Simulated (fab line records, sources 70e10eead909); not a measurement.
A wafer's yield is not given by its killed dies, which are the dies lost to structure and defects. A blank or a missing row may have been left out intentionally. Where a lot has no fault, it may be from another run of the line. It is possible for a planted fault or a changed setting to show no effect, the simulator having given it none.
fab line records	flow nandHarc
record lots=24	wafers=72	lastDay=25
route steps=1159 shown A_STAIRCASE@613
lots with no fault: from the same line, run without faults
startH: hours from the record's first day to the start of the lot's first wafer shown	waitH: time in hours since the lot's previous step	" the same as in the row above	L1.1+2: a row that stands for several wafers	- no value present, or no start provided	* or withheld: withheld	< > ~ a bound
route shown NAME@n: NAME is a module with steps in the file, n the number in the route of the first one	usual: the fault-free wafers' mean and standard deviation	same: alike in all rows	chamber/n: place in a boat	sites: each site's reading	_std_site: the standard deviation of these	_edge_site: outer sites' mean less inner sites'	radiusMm: how far each site lies from the wafer's centre	mask NAME#n: copy n	behind: the last tool/chamber to shape the wafer	hold: why the lot was held/for how many hours/how that ended	device: transistor that didn't switch, given as n, p or np	end of line: at the end of the route, the tests of the same wafers	a step given without rows: its recipe and nothing more	killed: at the first sort, the dies lost to defects and structure; wafer yield is something else	map: a wafer's dies, marking killed ones x, the rest . and places with no die _
set.NAME: setting as actually run; set.NAME@STEP: the setting as run at that earlier step	model.NAME: the simulator's own value behind a step, which no gauge read
one table for each step of the route and one row for each wafer, over a sample of lots
services: when a tool's chamber went out of use (startH, in hours from the record's first day, below 0 if earlier), for how many hours, and the reason
## steps
# step NHARC_A_STAIRCASE_DESCUM_219
# recipe timeS=3	o2FlowSccm=200	arFlowSccm=0	biasPowerW=0	chemistry=O2
# usual drypumpMotorCurrentA=5.8/0.35	oesProductAu=1.003/0.0073	rfVppV=57.8/0.8	showerheadPlenumPTorr=1.91/0.059	throttleValvePct=11.312/0.0092
lot.wafer	tool	chamber	startH	waitH	drypumpMotorCurrentA	oesProductAu	rfHoursCounterH	rfVppV	showerheadPlenumPTorr	throttleValvePct
L074.4	rieDiel-05	2	254.30	-	5.4	1.005	32	56.1	1.89	11.312
L074.6	"	1	"	"	6.0	1.002	-	57.5	1.99	11.313
L074.5	"	2	"	"	5.5	0.997	-	56.9	1.89	11.313
L075.3	rieDiel-11	0	254.48	-	5.3	1.013	17	57.8	1.91	11.300
L075.5	"	1	"	"	5.5	1.005	-	58.0	1.96	11.316
L075.6	"	2	"	"	6.0	1.008	-	57.3	2.05	11.317
L076.4	rieDiel-04	0	262.26	-	6.0	1.013	56	58.5	1.96	11.307
L076.1	"	1	"	"	5.0	1.004	51	57.7	1.89	11.313
L076.6	"	0	"	"	5.9	1.006	-	57.5	1.96	11.325
L078.2	rieDiel-05	2	263.69	-	5.5	0.991	37	58.9	1.89	11.317
L078.5	"	3	"	"	5.9	0.994	-	56.8	1.81	11.307
L078.6	"	0	"	"	6.1	1.012	-	58.7	1.93	11.290
L077.3	rieDiel-11	0	266.01	-	5.2	1.012	22	57.6	1.91	11.292
L077.1	"	1	"	"	5.5	1.007	21	58.3	1.96	11.313
L077.5	"	0	"	"	5.3	1.013	-	57.7	1.91	11.308
L079.1	rieDiel-05	3	272.67	-	5.9	0.994	37	55.6	1.81	11.316
L079.2	"	0	"	"	6.1	1.005	37	59.0	1.93	11.319
L079.6	"	3	"	"	5.9	1.002	-	58.2	1.81	11.304
L080.1	rieDiel-04	0	280.12	-	6.0	1.014	64	57.6	1.96	11.302
L080.2	"	2	"	"	5.6	1.002	53	58.5	1.87	11.305
L080.3	"	3	"	"	6.2	1.000	65	57.7	1.93	11.301
L081.4	rieDiel-05	1	280.58	-	6.0	1.008	45	59.3	1.99	11.296
L081.3	"	2	"	"	5.4	1.009	44	58.6	1.89	11.311
L081.6	"	1	"	"	6.0	1.006	-	57.6	1.99	11.319
L082.1	rieDiel-05	3	292.50	-	5.9	1.002	44	58.4	1.81	11.298
L082.4	"	0	"	"	6.1	1.005	44	56.3	1.93	11.308
L082.5	"	2	"	"	5.4	0.994	-	59.2	1.89	11.317
L084.1	rieDiel-05	2	304.17	-	5.4	0.989	51	58.2	1.89	11.310
L084.4	"	3	"	"	6.0	1.008	49	58.6	1.80	11.311
L084.5	"	2	"	"	5.4	0.999	-	58.0	1.89	11.318
L083.4	rieDiel-04	2	310.76	-	5.6	0.995	3	58.1	1.86	11.306
L083.2	"	0	"	"	6.0	1.007	3	57.1	1.96	11.319
L083.5	"	2	"	"	5.7	1.001	-	58.0	1.86	11.312
L086.3	rieDiel-04	3	331.71	-	6.2	1.000	10	57.5	1.93	11.310
L086.2	"	0	"	"	5.9	1.018	11	57.7	1.96	11.329
L086.1	"	2	"	"	5.6	0.997	10	55.9	1.86	11.306
L088.4	rieDiel-05	0	332.07	-	6.1	1.024	-	57.4	1.92	11.315
L088.5	"	2	"	"	5.4	1.008	-	57.9	1.88	11.302
L088.6	"	3	"	"	5.9	0.996	-	56.3	1.80	11.281
L087.4	rieDiel-11	1	336.16	-	5.5	0.996	45	59.3	1.95	11.312
L087.5	"	1	"	"	5.6	0.998	-	57.3	1.95	11.297
L087.6	"	2	"	"	6.1	1.000	-	59.1	2.04	11.329
L085.5	rieDiel-05	2	338.59	-	5.4	0.998	-	57.2	1.88	11.321
L085.6	"	3	"	"	5.9	1.005	-	56.5	1.80	11.313
L085.4	"	0	"	"	6.1	1.016	-	58.7	1.92	11.309
L089.3	rieDiel-11	3	342.18	-	5.9	1.009	48	57.7	1.96	11.308
L089.1	"	1	"	"	5.6	0.994	48	58.7	1.95	11.318
L089.6	"	0	"	"	5.3	1.019	-	58.0	1.90	11.314
L091.2	rieDiel-04	2	342.20	-	5.6	0.995	17	57.8	1.86	11.335
L091.4	"	3	"	"	6.2	1.010	18	58.0	1.92	11.312
L091.6	"	1	"	"	5.0	0.999	-	58.8	1.89	11.317
L092.2	rieDiel-04	2	351.16	-	5.7	1.006	22	57.7	1.86	11.313
L092.3	"	0	"	"	6.0	1.016	23	59.7	1.95	11.320
L092.6	"	2	"	"	5.6	0.994	-	56.9	1.86	11.306
L090.2	rieDiel-04	2	351.90	-	5.6	0.997	23	56.6	1.86	11.305
L090.4	"	3	"	"	6.1	0.992	24	58.1	1.92	11.308
L090.5	"	2	"	"	5.6	0.998	-	58.1	1.86	11.300
L093.3	rieDiel-04	1	353.89	-	5.0	0.995	24	58.7	1.88	11.312
L093.2	"	2	"	"	5.6	0.991	24	57.1	1.86	11.307
L093.1	"	3	"	"	6.2	1.001	26	57.9	1.92	11.322
L095.2	rieDiel-11	3	360.77	-	5.9	1.007	54	58.0	1.95	11.311
L095.4	"	1	"	"	5.5	1.002	56	57.9	1.95	11.312
L095.6	"	0	"	"	5.3	1.006	-	58.8	1.90	11.319
L094.1	rieDiel-05	3	362.75	-	6.0	1.007	6	58.0	1.80	11.310
L094.4	"	0	"	"	6.2	1.012	-	55.8	1.92	11.311
L094.6	"	2	"	"	5.4	1.005	-	59.2	1.88	11.309
L096.2	rieDiel-05	0	374.98	-	6.1	1.003	8	57.3	1.92	11.326
L096.3	"	2	"	"	5.4	1.001	13	57.3	1.88	11.311
L096.5	"	0	"	"	6.1	1.017	-	57.4	1.92	11.301
L097.1	rieDiel-04	0	384.45	-	6.0	1.012	36	58.3	1.95	11.324
L097.2	"	2	"	"	5.6	1.003	37	57.1	1.85	11.304
L097.6	"	0	"	"	5.9	0.999	-	58.2	1.95	11.309
# step NHARC_A_STAIRCASE_TRIM_226
# recipe timeS=211.2	o2FlowSccm=500	arFlowSccm=0	biasW=0	chemistry=O2
# usual drypumpMotorCurrentA=5.8/0.36	oesProductAu=1.003/0.0086	rfVppV=57.6/0.92	showerheadPlenumPTorr=3.53/0.1	throttleValvePct=17.036/0.0087
lot.wafer	tool	chamber	startH	waitH	drypumpMotorCurrentA	oesProductAu	rfHoursCounterH	rfVppV	showerheadPlenumPTorr	throttleValvePct
L074.4	rieDiel-05	1	-	-	6.0	1.010	32	57.5	3.66	17.045
L074.6	"	0	"	"	6.1	1.013	-	58.0	3.56	17.024
L074.5	"	1	"	"	6.0	1.005	-	58.4	3.66	17.031
L075.3	rieDiel-11	1	-	-	5.5	0.996	17	57.2	3.61	17.023
L075.6	"	2	"	"	6.1	1.005	-	59.4	3.77	17.037
L075.5	"	3	"	"	5.9	1.002	-	57.1	3.62	17.030
L076.4	rieDiel-04	2	-	-	5.7	0.992	47	56.4	3.45	17.040
L076.1	"	3	"	"	6.2	0.990	58	57.0	3.56	17.044
L076.6	"	1	"	"	5.0	0.993	-	57.6	3.49	17.017
L078.2	rieDiel-05	2	-	-	5.5	1.012	37	56.9	3.49	17.038
L078.6	"	0	"	"	6.2	1.011	-	57.5	3.55	17.040
L078.5	"	1	"	"	6.0	1.017	-	58.0	3.66	17.029
L077.1	rieDiel-11	2	-	-	6.1	1.004	23	58.8	3.76	17.043
L077.3	"	0	"	"	5.3	1.003	23	57.1	3.52	17.032
L077.5	"	1	"	"	5.5	0.996	-	57.7	3.61	17.028
L079.2	rieDiel-05	0	-	-	6.1	1.010	39	56.9	3.55	17.036
L079.1	"	1	"	"	6.1	1.002	42	57.6	3.66	17.038
L079.6	"	2	"	"	5.5	0.999	-	58.3	3.49	17.034
L080.3	rieDiel-04	0	-	-	6.0	1.010	64	58.6	3.61	17.048
L080.2	"	2	"	"	5.6	1.008	54	57.2	3.45	17.033
L080.1	"	3	"	"	6.2	1.008	65	58.8	3.56	17.040
L081.3	rieDiel-05	3	-	-	6.0	1.004	41	58.1	3.35	17.035
L081.4	"	2	"	"	5.4	0.997	44	57.2	3.49	17.037
L081.6	"	3	"	"	6.0	1.004	-	57.8	3.35	17.035
L082.1	rieDiel-05	3	-	-	6.0	1.016	45	56.7	3.34	17.039
L082.4	"	0	"	"	6.1	1.018	46	57.9	3.55	17.019
L082.5	"	3	"	"	6.0	0.999	-	55.4	3.34	17.031
L084.1	rieDiel-05	2	-	-	5.4	0.997	51	57.9	3.48	17.022
L084.4	"	1	"	"	6.0	1.006	53	58.7	3.65	17.053
L084.5	"	3	"	"	5.9	1.003	-	58.1	3.34	17.051
L083.4	rieDiel-04	0	-	-	5.9	1.006	4	57.2	3.61	17.033
L083.2	"	2	"	"	5.6	0.996	3	58.4	3.44	17.029
L083.5	"	0	"	"	5.9	0.996	-	57.2	3.61	17.044
L086.1	rieDiel-04	2	-	-	5.7	0.995	11	57.0	3.44	17.038
L086.3	"	3	"	"	6.2	0.997	11	58.2	3.55	17.036
L086.2	"	0	"	"	6.0	1.006	12	58.3	3.60	17.026
L088.5	rieDiel-05	3	-	-	6.0	1.000	-	57.4	3.34	17.038
L088.6	"	0	"	"	6.1	1.006	-	57.9	3.54	17.033
L088.4	"	2	"	"	5.4	1.015	-	56.4	3.48	17.037
L087.4	rieDiel-11	1	-	-	5.5	0.987	46	56.4	3.59	17.031
L087.5	"	0	"	"	5.3	1.025	-	58.4	3.51	17.040
L087.6	"	1	"	"	5.5	0.998	-	56.9	3.59	17.035
L085.4	rieDiel-11	2	341.48	-	6.1	1.013	50	56.7	3.75	17.028
L085.6	"	0	"	"	5.3	1.013	-	58.0	3.51	17.034
L085.5	"	1	"	"	5.6	0.997	-	58.2	3.59	17.028
L089.1	rieDiel-11	0	-	-	5.3	1.019	48	57.5	3.51	17.037
L089.3	"	2	"	"	6.1	1.007	51	57.3	3.75	17.062
L089.6	"	0	"	"	5.3	1.000	-	58.4	3.51	17.032
L091.2	rieDiel-04	1	-	-	5.0	1.001	18	58.0	3.48	17.055
L091.4	"	3	"	"	6.2	1.006	19	58.5	3.55	17.049
L091.6	"	2	"	"	5.6	0.993	-	56.9	3.44	17.032
L092.3	rieDiel-04	2	-	-	5.7	1.007	23	57.1	3.43	17.037
L092.2	"	3	"	"	6.2	0.995	24	58.1	3.54	17.030
L092.6	"	0	"	"	6.0	1.004	-	56.8	3.59	17.030
L090.4	rieDiel-04	3	-	-	6.2	0.994	25	57.8	3.54	17.043
L090.2	"	0	"	"	5.9	1.003	25	57.1	3.59	17.015
L090.5	"	3	"	"	6.2	0.983	-	56.2	3.54	17.027
L093.3	rieDiel-04	2	-	-	5.7	1.004	25	57.2	3.43	17.037
L093.1	"	3	"	"	6.2	1.008	26	56.5	3.54	17.045
L093.2	"	0	"	"	6.0	1.015	26	59.1	3.59	17.024
L095.2	rieDiel-11	3	-	-	5.9	1.011	54	56.7	3.60	17.039
L095.4	"	0	"	"	5.3	1.014	55	56.5	3.50	17.042
L095.6	"	2	"	"	6.1	1.010	-	58.9	3.74	17.039
L094.1	rieDiel-05	3	-	-	6.0	0.994	7	58.6	3.33	17.043
L094.4	"	3	"	"	6.0	0.996	-	56.2	3.33	17.046
L094.6	"	0	"	"	6.1	1.012	-	57.9	3.54	17.029
L096.2	rieDiel-05	1	-	-	6.0	1.009	1	57.8	3.65	17.015
L096.3	"	0	"	"	6.2	1.009	8	57.6	3.53	17.033
L096.5	"	2	"	"	5.4	1.003	-	57.1	3.47	17.031
L097.2	rieDiel-04	2	-	-	5.6	0.997	37	58.4	3.42	17.028
L097.1	"	3	"	"	6.2	0.993	38	58.5	3.54	17.045
L097.6	"	1	"	"	5.0	0.991	-	56.8	3.47	17.034
# step NHARC_A_STAIRCASE_ETCH_227
# recipe targetDepthA=1000	timeS=40.5	ionEnergyEv=400	c4f8FlowSccm=20	o2FlowSccm=10	arFlowSccm=withheld	rfW=600	biasW=1000	chemistry=C4F8/O2
# usual oesProductAu=0.943/0.0098	rfVppV=896/3.7
lot.wafer	tool	chamber	startH	waitH	oesProductAu	rfHoursCounterH	rfVppV
L074.4	rieDiel-05	1	-	-	0.940	32	901
L074.6	"	1	"	"	0.941	-	901
L074.5	"	2	"	"	0.934	-	896
L075.3	rieDiel-11	3	-	-	0.942	19	898
L075.5	"	1	"	"	0.953	-	900
L075.6	"	2	"	"	0.946	-	905
L076.1	rieDiel-04	3	-	-	0.948	58	897
L076.4	"	0	"	"	0.952	57	899
L076.6	"	3	"	"	0.951	-	898
L078.2	rieDiel-05	2	-	-	0.944	38	896
L078.5	"	2	"	"	0.940	-	894
L078.6	"	3	"	"	0.944	-	889
L077.3	rieDiel-11	0	-	-	0.960	23	895
L077.1	"	1	"	"	0.947	22	900
L077.5	"	0	"	"	0.959	-	896
L079.2	rieDiel-05	3	-	-	0.939	39	889
L079.1	"	0	"	"	0.965	39	899
L079.6	"	2	"	"	0.937	-	895
L080.1	rieDiel-04	3	-	-	0.945	65	897
L080.2	"	0	"	"	0.961	64	899
L080.3	"	2	"	"	0.939	54	893
L081.3	rieDiel-05	2	-	-	0.935	44	895
L081.4	"	3	"	"	0.938	41	890
L081.6	"	0	"	"	0.942	-	896
L082.4	rieDiel-05	3	-	-	0.928	46	889
L082.1	"	0	"	"	0.939	47	896
L082.5	"	2	"	"	0.924	-	895
L084.1	rieDiel-05	1	-	-	0.953	53	900
L084.4	"	3	"	"	0.937	50	889
L084.5	"	1	"	"	0.954	-	900
L083.2	rieDiel-04	0	-	-	0.936	4	899
L083.4	"	2	"	"	0.949	3	892
L083.5	"	1	"	"	0.946	-	895
L086.1	rieDiel-04	1	-	-	0.946	12	895
L086.3	"	2	"	"	0.946	11	894
L086.2	"	0	"	"	0.954	12	899
L088.6	rieDiel-05	3	-	-	0.932	-	890
L088.5	"	0	"	"	0.943	-	897
L088.4	"	2	"	"	0.917	-	894
L087.4	rieDiel-11	2	-	-	0.952	48	904
L087.6	"	0	"	"	0.949	-	897
L087.5	"	1	"	"	0.946	-	897
L085.4	rieDiel-11	1	-	-	0.926	47	897
L085.6	"	1	"	"	0.929	-	897
L085.5	"	2	"	"	0.944	-	903
L091.4	rieDiel-04	2	-	-	0.938	18	893
L091.2	"	0	"	"	0.953	20	898
L091.6	"	1	"	"	0.934	-	894
L089.3	rieDiel-11	2	-	-	0.936	52	904
L089.1	"	3	"	"	0.934	49	898
L089.6	"	2	"	"	0.934	-	905
L092.3	rieDiel-04	2	-	-	0.932	23	894
L092.2	"	0	"	"	0.947	24	899
L092.6	"	2	"	"	0.935	-	893
L090.4	rieDiel-04	0	-	-	0.951	25	899
L090.2	"	1	"	"	0.939	23	892
L090.5	"	1	"	"	0.934	-	894
L093.2	rieDiel-04	1	-	-	0.932	24	894
L093.1	"	2	"	"	0.930	25	893
L093.3	"	3	"	"	0.941	26	897
L095.4	rieDiel-11	1	-	-	0.949	56	897
L095.2	"	2	"	"	0.948	58	904
L095.6	"	0	"	"	0.961	-	895
L094.1	rieDiel-05	0	-	-	0.951	2	897
L094.4	"	0	"	"	0.959	-	897
L094.6	"	2	"	"	0.950	-	892
L096.2	rieDiel-05	1	-	-	0.935	1	901
L096.3	"	3	"	"	0.933	14	889
L096.5	"	1	"	"	0.943	-	900
L097.2	rieDiel-04	0	-	-	0.963	37	898
L097.1	"	1	"	"	0.947	36	893
L097.6	"	3	"	"	0.961	-	896
# step NHARC_A_STAIRCASE_DEP_259
# recipe targetThkA=300	targetThkNm=30	tempC=400	pressureTorr=3.5	flowSccm=200	rfW=350	material=SiON
# usual heaterPowerW=822/120	showerheadVppV=1154/50
lot.wafer	tool	chamber	startH	waitH	heaterPowerW	showerheadVppV
L074.5	pecvd-02	1	262.22	0.9	695	1223
L074.6	"	2	"	"	753	1193
L074.4	"	0	"	"	721	1163
L075.3	pecvd-02	2	263.04	1.0	909	1186
L075.5	"	1	"	"	686	1215
L075.6	"	2	"	"	890	1170
L076.1	pecvd-04	0	269.30	1.5	886	1071
L076.4	"	0	"	"	878	1086
L076.6	"	2	"	"	713	1161
L078.2	pecvd-04	1	270.92	1.3	683	1135
L078.5	"	0	"	"	806	1060
L078.6	"	1	"	"	672	1132
L077.3	pecvd-04	2	272.69	0.9	750	1155
L077.1	"	1	"	"	776	1145
L077.5	"	2	"	"	765	1166
L079.2	pecvd-01	1	281.55	1.2	983	1238
L079.1	"	2	"	"	796	1132
L079.6	"	1	"	"	1032	1223
L080.2	pecvd-01	2	287.63	1.3	720	1130
L080.1	"	1	"	"	1087	1229
L080.3	"	2	"	"	738	1126
L081.3	pecvd-02	2	289.44	1.1	775	1179
L081.6	"	1	"	"	769	1207
L081.4	"	2	"	"	793	1188
L082.1	pecvd-01	1	300.99	1.6	1071	1231
L082.4	"	2	"	"	790	1122
L082.5	"	1	"	"	1077	1226
L084.1	pecvd-01	1	311.15	1.5	1141	1230
L084.4	"	2	"	"	751	1117
L084.5	"	2	"	"	740	1121
L083.2	pecvd-02	1	317.35	1.3	697	1210
L083.4	"	2	"	"	887	1216
L083.5	"	1	"	"	716	1213
L086.3	pecvd-04	1	338.95	1.1	827	1143
L086.1	"	2	"	"	730	1169
L086.2	"	0	"	"	902	1075
L088.6	pecvd-04	1	340.90	0.3	807	1138
L088.5	"	2	"	"	759	1152
L088.4	"	0	"	"	874	1088
L087.4	pecvd-01	1	342.88	0.8	1152	1238
L087.5	"	1	"	"	1132	1225
L087.6	"	2	"	"	799	1139
L085.4	pecvd-02	2	350.25	0.7	924	1191
L085.5	"	0	"	"	779	1160
L085.6	"	1	"	"	709	1207
L091.2	pecvd-04	0	354.68	1.3	887	1081
L091.6	"	1	"	"	816	1118
L091.4	"	2	"	"	802	1166
L089.1	pecvd-04	0	356.48	1.5	884	1067
L089.3	"	2	"	"	777	1152
L089.6	"	1	"	"	709	1140
L092.3	pecvd-04	2	362.98	1.1	708	1159
L092.2	"	0	"	"	857	1078
L092.6	"	2	"	"	713	1158
L090.2	pecvd-01	1	363.63	1.2	1134	1242
L090.4	"	2	"	"	731	1131
L090.5	"	2	"	"	744	1116
L093.3	pecvd-04	2	365.58	1.0	797	1149
L093.2	"	0	"	"	841	1077
L093.1	"	1	"	"	832	1143
L095.2	pecvd-04	2	368.58	1.3	801	1150
L095.6	"	1	"	"	715	1136
L095.4	"	2	"	"	789	1171
L094.1	pecvd-04	1	374.58	1.6	799	1151
L094.4	"	1	"	"	749	1123
L094.6	"	2	"	"	709	1180
L096.2	pecvd-01	2	384.69	1.4	689	1118
L096.3	"	2	"	"	698	1122
L096.5	"	1	"	"	969	1236
L097.1	pecvd-04	0	391.13	1.6	826	1093
L097.2	"	1	"	"	851	1143
L097.6	"	1	"	"	862	1154
# step NHARC_A_STAIRCASE_STRIP_295
# recipe o2FlowSccm=500	arFlowSccm=0	biasW=0	chemistry=O2
# usual drypumpMotorCurrentA=5.7/0.38	oesProductAu=1.001/0.0087	rfVppV=57.9/0.88	showerheadPlenumPTorr=3.53/0.091	throttleValvePct=17.037/0.0085
lot.wafer	tool	chamber	startH	waitH	drypumpMotorCurrentA	oesProductAu	rfHoursCounterH	rfVppV	showerheadPlenumPTorr	throttleValvePct
L074.4	rieDiel-04	3	-	-	6.2	0.984	58	56.6	3.56	17.048
L074.6	"	0	"	"	5.9	1.000	-	58.3	3.61	17.018
L074.5	"	1	"	"	5.1	0.992	-	56.9	3.49	17.026
L075.3	rieDiel-05	3	-	-	6.0	0.988	35	56.1	3.35	17.043
L075.5	"	0	"	"	6.1	1.009	-	56.0	3.55	17.047
L075.6	"	1	"	"	6.0	1.010	-	57.4	3.66	17.050
L076.4	rieDiel-04	2	-	-	5.6	0.995	51	57.7	3.45	17.040
L076.1	"	3	"	"	6.2	0.997	63	59.5	3.56	17.036
L076.6	"	0	"	"	6.0	1.013	-	55.6	3.61	17.055
L078.2	rieDiel-05	3	-	-	5.9	1.005	39	58.1	3.35	17.039
L078.5	"	3	"	"	6.0	0.998	-	56.8	3.35	17.032
L078.6	"	0	"	"	6.1	1.006	-	57.6	3.55	17.054
L077.1	rieDiel-05	3	-	-	5.9	0.999	39	57.8	3.35	17.048
L077.3	"	0	"	"	6.1	1.008	39	57.5	3.55	17.041
L077.5	"	1	"	"	6.0	1.008	-	57.5	3.65	17.039
L079.2	rieDiel-11	1	-	-	5.6	1.006	29	58.0	3.60	17.051
L079.1	"	2	"	"	6.1	1.010	30	58.7	3.76	17.038
L079.6	"	1	"	"	5.5	0.987	-	60.0	3.60	17.033
L080.3	rieDiel-11	0	-	-	5.3	1.011	32	57.0	3.52	17.035
L080.2	"	1	"	"	5.5	0.996	31	59.7	3.60	17.034
L080.1	"	2	"	"	6.1	1.016	32	59.1	3.76	17.039
L081.4	rieDiel-05	1	-	-	6.0	1.004	48	59.9	3.65	17.027
L081.3	"	2	"	"	5.4	0.993	47	57.3	3.48	17.043
L081.6	"	0	"	"	6.1	1.010	-	58.2	3.55	17.045
L082.1	rieDiel-04	3	-	-	6.2	0.992	1	57.5	3.56	17.043
L082.4	"	0	"	"	6.0	1.003	2	58.6	3.61	17.029
L082.5	"	3	"	"	6.2	0.999	-	58.7	3.56	17.031
L084.4	rieDiel-04	0	-	-	6.0	1.002	5	58.6	3.61	17.040
L084.1	"	1	"	"	5.0	0.982	4	57.2	3.49	17.047
L084.5	"	2	"	"	5.6	0.989	-	58.0	3.44	17.033
L083.4	rieDiel-04	0	-	-	6.0	0.996	6	56.9	3.60	17.028
L083.2	"	2	"	"	5.6	0.988	7	58.5	3.44	17.029
L083.5	"	1	"	"	5.0	0.991	-	58.4	3.49	17.033
L086.3	rieDiel-04	1	-	-	5.0	0.997	16	56.9	3.48	17.046
L086.1	"	3	"	"	6.2	1.004	18	58.2	3.55	17.021
L086.2	"	0	"	"	5.9	1.013	18	59.1	3.60	17.030
L088.4	rieDiel-04	1	-	-	5.0	0.988	18	57.2	3.48	17.029
L088.6	"	2	"	"	5.7	0.994	-	58.4	3.44	17.040
L088.5	"	3	"	"	6.2	0.998	-	57.5	3.55	17.038
L087.4	rieDiel-04	2	-	-	5.6	0.998	19	57.7	3.43	17.030
L087.5	"	3	"	"	6.2	0.996	-	59.2	3.55	17.032
L087.6	"	0	"	"	6.0	1.015	-	58.4	3.60	17.041
L085.6	rieDiel-11	2	-	-	6.1	1.014	-	57.3	3.75	17.037
L085.5	"	0	"	"	5.3	1.017	-	58.6	3.51	17.029
L085.4	"	1	"	"	5.6	0.999	-	59.1	3.59	17.030
L091.2	rieDiel-11	1	-	-	5.5	0.995	55	57.2	3.59	17.036
L091.4	"	2	"	"	6.1	1.019	57	58.1	3.74	17.026
L091.6	"	1	"	"	5.6	0.998	-	58.3	3.59	17.042
L089.3	rieDiel-04	2	-	-	5.7	1.005	27	57.0	3.43	17.035
L089.1	"	0	"	"	5.9	1.022	29	57.9	3.59	17.034
L089.6	"	2	"	"	5.7	1.001	-	57.8	3.43	17.027
L090.4	rieDiel-11	1	-	-	5.6	0.989	57	58.9	3.59	17.034
L090.2	"	2	"	"	6.1	1.006	60	58.1	3.74	17.028
L090.5	"	0	"	"	5.3	1.010	-	58.4	3.50	17.022
L092.2	rieDiel-04	3	-	-	6.2	0.992	31	58.5	3.54	17.032
L092.3	"	1	"	"	5.0	0.990	30	58.6	3.47	17.044
L092.6	"	3	"	"	6.2	1.001	-	59.1	3.54	17.034
L093.1	rieDiel-04	3	-	-	6.2	1.008	33	58.9	3.54	17.021
L093.2	"	0	"	"	5.9	1.021	32	58.6	3.59	17.042
L093.3	"	1	"	"	5.0	1.011	31	57.9	3.47	17.043
L095.2	rieDiel-05	3	-	-	6.0	0.991	11	57.5	3.33	17.047
L095.4	"	0	"	"	6.1	1.019	-	58.3	3.53	17.025
L095.6	"	2	"	"	5.4	1.002	-	56.0	3.47	17.031
L094.1	rieDiel-04	3	-	-	6.2	0.993	36	57.2	3.54	17.054
L094.4	"	1	"	"	5.0	0.990	34	58.6	3.47	17.040
L094.6	"	2	"	"	5.7	0.997	-	57.7	3.43	17.033
L096.2	rieDiel-11	0	-	-	5.3	0.997	3	58.8	3.50	17.030
L096.3	"	1	"	"	5.5	0.996	3	58.4	3.59	17.037
L096.5	"	1	"	"	5.5	0.994	-	58.0	3.59	17.046
L097.2	rieDiel-04	2	-	-	5.6	1.001	41	56.0	3.42	17.049
L097.1	"	3	"	"	6.2	1.006	40	58.0	3.53	17.035
L097.6	"	1	"	"	5.0	0.996	-	57.3	3.47	17.040
# step NHARC_A_STAIRCASE_ALD_415
# recipe targetThkA=300	pulseTimeS=6	aldCycles=300	tempC=300	material=SiO2
# usual heaterPowerW=462/44	precursorPulseHeightRel=1.000/0.019
lot.wafer	tool	chamber	startH	waitH	heaterPowerW	precursorPulseHeightRel
L074.4	aldHk-02	2	270.07	0.1	445	0.988
L074.6	"	2	"	"	440	0.971
L074.5	"	3	"	"	538	0.993
L075.3	aldHk-04	3	274.61	0.5	498	1.039
L075.6	"	1	"	"	442	1.010
L075.5	"	2	"	"	422	1.029
L076.4	aldHk-03	2	279.30	0.1	579	0.984
L076.1	"	3	"	"	418	1.008
L076.6	"	2	"	"	584	1.004
L078.2	aldHk-04	2	280.95	0.8	434	1.005
L078.5	"	2	"	"	422	0.991
L078.6	"	3	"	"	489	1.019
L077.1	aldHk-04	3	283.29	2.1	489	1.033
L077.3	"	2	"	"	434	0.956
L077.5	"	3	"	"	493	1.033
L079.1	aldHk-04	0	290.51	0.2	458	1.024
L079.2	"	2	"	"	436	1.013
L079.6	"	1	"	"	440	1.016
L080.3	aldHk-04	2	295.84	0.1	433	1.005
L080.2	"	3	"	"	492	1.016
L080.1	"	1	"	"	444	1.000
L081.4	aldHk-02	2	297.42	0.1	438	1.019
L081.3	"	3	"	"	527	0.966
L081.6	"	3	"	"	535	0.978
L082.1	aldHk-02	1	310.72	0.1	383	1.044
L082.4	"	2	"	"	450	0.987
L082.5	"	2	"	"	446	1.022
L084.4	aldHk-04	0	319.29	0.1	443	0.997
L084.1	"	3	320.69	1.5	497	0.971
L084.5	"	1	"	"	439	0.980
L083.2	aldHk-03	1	325.70	0.3	457	1.023
L083.4	"	3	"	"	433	0.996
L083.5	"	1	"	"	451	1.004
L086.3	aldHk-03	3	347.95	0.1	425	0.997
L086.1	"	1	"	"	446	1.000
L086.2	"	2	"	"	534	1.027
L088.4	aldHk-02	3	349.77	0.5	539	0.998
L088.6	"	1	"	"	375	1.017
L088.5	"	2	"	"	472	1.003
L087.4	aldHk-02	0	353.22	0.5	467	1.003
L087.6	"	2	"	"	446	1.010
L087.5	"	3	"	"	538	0.995
L085.4	aldHk-04	3	363.20	0.5	499	1.007
L085.6	"	1	"	"	450	1.032
L085.5	"	2	"	"	453	1.013
L091.2	aldHk-03	2	368.45	0.1	530	1.020
L091.4	"	3	"	"	432	1.015
L091.6	"	3	"	"	426	0.984
L089.1	aldHk-03	3	369.89	0.1	425	1.020
L089.3	"	1	"	"	459	1.028
L089.6	"	0	"	"	495	0.985
L090.2	aldHk-02	3	374.31	0.1	534	0.960
L090.4	"	2	"	"	443	1.016
L090.5	"	0	"	"	470	1.001
L092.2	aldHk-04	3	374.57	0.1	481	0.954
L092.3	"	2	"	"	436	1.013
L092.6	"	0	"	"	430	1.015
L093.3	aldHk-02	1	377.31	0.3	389	0.992
L093.2	"	2	"	"	454	1.001
L093.1	"	3	"	"	542	0.967
L095.4	aldHk-04	2	379.70	0.3	439	0.989
L095.2	"	3	"	"	489	0.999
L095.6	"	1	"	"	446	1.009
L094.4	aldHk-03	1	385.11	0.1	462	0.989
L094.1	"	2	"	"	545	1.003
L094.6	"	2	"	"	534	1.015
L096.3	aldHk-04	1	393.00	0.3	468	0.977
L096.2	"	2	"	"	433	1.027
L096.5	"	0	"	"	421	0.999
L097.1	aldHk-04	1	399.36	0.1	450	1.001
L097.2	"	2	"	"	432	1.044
L097.6	"	2	"	"	434	0.973
## services
tool	chamber	startH	hours	kind
pecvd-01	-	237.14	13.0	pm
rieDiel-04	0	243.87	-	clean
rieDiel-04	1	243.87	-	clean
rieDiel-04	2	243.87	-	clean
rieDiel-04	1	253.92	2.7	repair
rieDiel-04	1	275.49	13.2	repair
aldHk-02	-	281.14	10.0	pm
rieDiel-04	2	286.14	9.2	repair
pecvd-04	1	286.35	13.8	repair
pecvd-04	-	288.78	0.7	repair
rieDiel-04	-	289.06	9.0	pm
pecvd-02	2	296.48	7.5	repair
rieDiel-11	1	304.97	3.8	repair
rieDiel-05	2	305.93	9.1	repair
rieDiel-11	-	310.36	0.3	repair
rieDiel-05	1	323.17	52.0	repair
aldHk-04	-	324.43	1.1	repair
aldHk-03	-	329.62	1.4	repair
pecvd-02	-	334.17	13.0	pm
rieDiel-05	-	341.01	9.0	pm
rieDiel-11	3	350.25	3.7	repair
pecvd-04	-	377.01	13.0	pm
pecvd-02	0	382.01	24.5	repair
rieDiel-11	2	399.95	2.8	repair
## key
fault none
